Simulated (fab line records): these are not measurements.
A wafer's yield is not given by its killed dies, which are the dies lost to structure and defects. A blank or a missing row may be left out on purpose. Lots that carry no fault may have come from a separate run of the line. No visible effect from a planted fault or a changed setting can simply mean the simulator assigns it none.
Lot-split experiment | flow n5Finfet | on a route of 1938 steps: 7 lots, 39 wafers read

== ON THE SPLIT ==
At N5_BEOL_M6_DESCUM_33 (chemistry O2, time 7 s), the setting timeS was moved away from the recipe's 7 s on 9 of the 39 wafers read, by +31.9% to +56.6%. All remaining wafers had this setting at the recipe value.

The split's own step is where the reading is taken.

== THE READING ==
CAR-EUV_of_BEOL_M6_COAT_22.thkNm (the simulator's own value, which no gauge read), in nm, at N5_BEOL_M6_DESCUM_33 (chemistry O2, time 7 s). The file gives no usual value for it. Across the 30 wafers here that went through the recipe, the average is 26.1 nm and the standard deviation 0.12 nm.

wafer  | tool, chamber at the split | timeS as run, s | against the recipe | CAR-EUV_of_BEOL_M6_COAT_22.thkNm, nm | against lot-mates on the recipe
L075.1 | rieDiel-03, 0,2,1          | 9.234           | +31.9%             | 25                                   | -1.1
L075.4 | rieDiel-03, 0,2,1          | 9.234           | +31.9%             | 25                                   | -1.1
L075.5 | rieDiel-03, 0,2,1          | 9.234           | +31.9%             | 25                                   | -1.1
L075.2 | rieDiel-03, 3,2            | 7               | recipe             | 26.2                                 | -
L075.6 | rieDiel-03, 3,2            | 7               | recipe             | 26.2                                 | -
L075.3 | rieDiel-03, 1              | 7               | recipe             | 26                                   | -
L077.1 | rieDiel-03, 0,1,1          | 7               | recipe             | 26                                   | -
L077.2 | rieDiel-03, 0,1,1          | 7               | recipe             | 26                                   | -
L077.6 | rieDiel-03, 0,1,1          | 7               | recipe             | 26                                   | -
L077.3 | rieDiel-03, 3,2,0          | 7               | recipe             | 26.2                                 | -
L077.4 | rieDiel-03, 3,2,0          | 7               | recipe             | 26.2                                 | -
L077.5 | rieDiel-03, 3,2,0          | 7               | recipe             | 26.2                                 | -
L083.1 | rieDiel-04, 3              | 7               | recipe             | 26                                   | -
L083.2 | rieDiel-04, 1,0            | 7               | recipe             | 25.8                                 | -
L083.6 | rieDiel-04, 1,0            | 7               | recipe             | 25.8                                 | -
L083.3 | rieDiel-04, 0,1,3          | 9.379           | +34.0%             | 24.8                                 | -1.1
L083.4 | rieDiel-04, 0,1,3          | 9.379           | +34.0%             | 24.8                                 | -1.1
L083.5 | rieDiel-04, 0,1,3          | 9.379           | +34.0%             | 24.8                                 | -1.1
L084.1 | rieDiel-04, 3,2,1          | 7               | recipe             | 26                                   | -
L084.3 | rieDiel-04, 3,2,1          | 7               | recipe             | 26                                   | -
L084.4 | rieDiel-04, 3,2,1          | 7               | recipe             | 26                                   | -
L084.2 | rieDiel-04, 0,0,1          | 10.96           | +56.6%             | 24                                   | -2.0
L084.5 | rieDiel-04, 0,0,1          | 10.96           | +56.6%             | 24                                   | -2.0
L084.6 | rieDiel-04, 0,0,1          | 10.96           | +56.6%             | 24                                   | -2.0
L087.1 | rieDiel-03, 2,0,3,0,3,2    | 7               | recipe             | 26                                   | -
L087.2 | rieDiel-03, 2,0,3,0,3,2    | 7               | recipe             | 26                                   | -
L087.3 | rieDiel-03, 2,0,3,0,3,2    | 7               | recipe             | 26                                   | -
L087.4 | rieDiel-03, 2,0,3,0,3,2    | 7               | recipe             | 26                                   | -
L087.5 | rieDiel-03, 2,0,3,0,3,2    | 7               | recipe             | 26                                   | -
L087.6 | rieDiel-03, 2,0,3,0,3,2    | 7               | recipe             | 26                                   | -
L090.1 | rieDiel-01, 3,2            | 7               | recipe             | 26                                   | -
L090.2 | rieDiel-01, 3,2            | 7               | recipe             | 26                                   | -
L090.3 | rieDiel-01, 1,0,0,1        | 7               | recipe             | 26.2                                 | -
L090.4 | rieDiel-01, 1,0,0,1        | 7               | recipe             | 26.2                                 | -
L090.5 | rieDiel-01, 1,0,0,1        | 7               | recipe             | 26.2                                 | -
L090.6 | rieDiel-01, 1,0,0,1        | 7               | recipe             | 26.2                                 | -
L095.1 | rieDiel-03, 1              | 7               | recipe             | 26                                   | -
L095.3 | rieDiel-03, 2,3            | 7               | recipe             | 26.2                                 | -
L095.4 | rieDiel-03, 2,3            | 7               | recipe             | 26.2                                 | -
When a row names more than one chamber, that row covers several wafers, and the file does not tell which wafer ran in which chamber.

THE FIT
A straight line over all 39 wafers: CAR-EUV_of_BEOL_M6_COAT_22.thkNm changes by -0.036 nm for each +1% of timeS; r = -0.99; the points scatter about the line by 0.11 nm.
The same after taking each lot's own level away (the mean of its wafers on the recipe; 39 wafers): -0.0346 nm for each +1%; r = -0.99; scatter 0.08 nm.
According to that fit, moving timeS by its largest amount changes the reading by 2 nm.
Across the lots, their own levels run from 25.87 to 26.13 nm, a range of 2.3 times the standard deviation given above.
Hence the lot-to-lot level has little effect on the slope; both slopes agree.
Check: for one of the wafers moved furthest among these (+56.6%), held out of the fit, the line's prediction against its lot-mates is -1.94 nm. It came out at -2 nm against them.

== OTHER SPLITS APPLIED TO THESE WAFERS ==
These wafers also went through other splits before the reading. Each is held against what the fit with the lots' levels taken away leaves over:
other split on the same wafers      | wafers away from the commonest value | r with CAR-EUV_of_BEOL_M6_COAT_22.thkNm (lot level and that fit taken away)
N5_BEOL_M5_VIA_ETCH_34 targetDepthA | 15                                   | -0.10

== THE FILE'S OWN FIT ==
CAR-EUV_of_BEOL_M6_COAT_22.thkNm changes by -0.0345 nm for each +1% of timeS, r = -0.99.
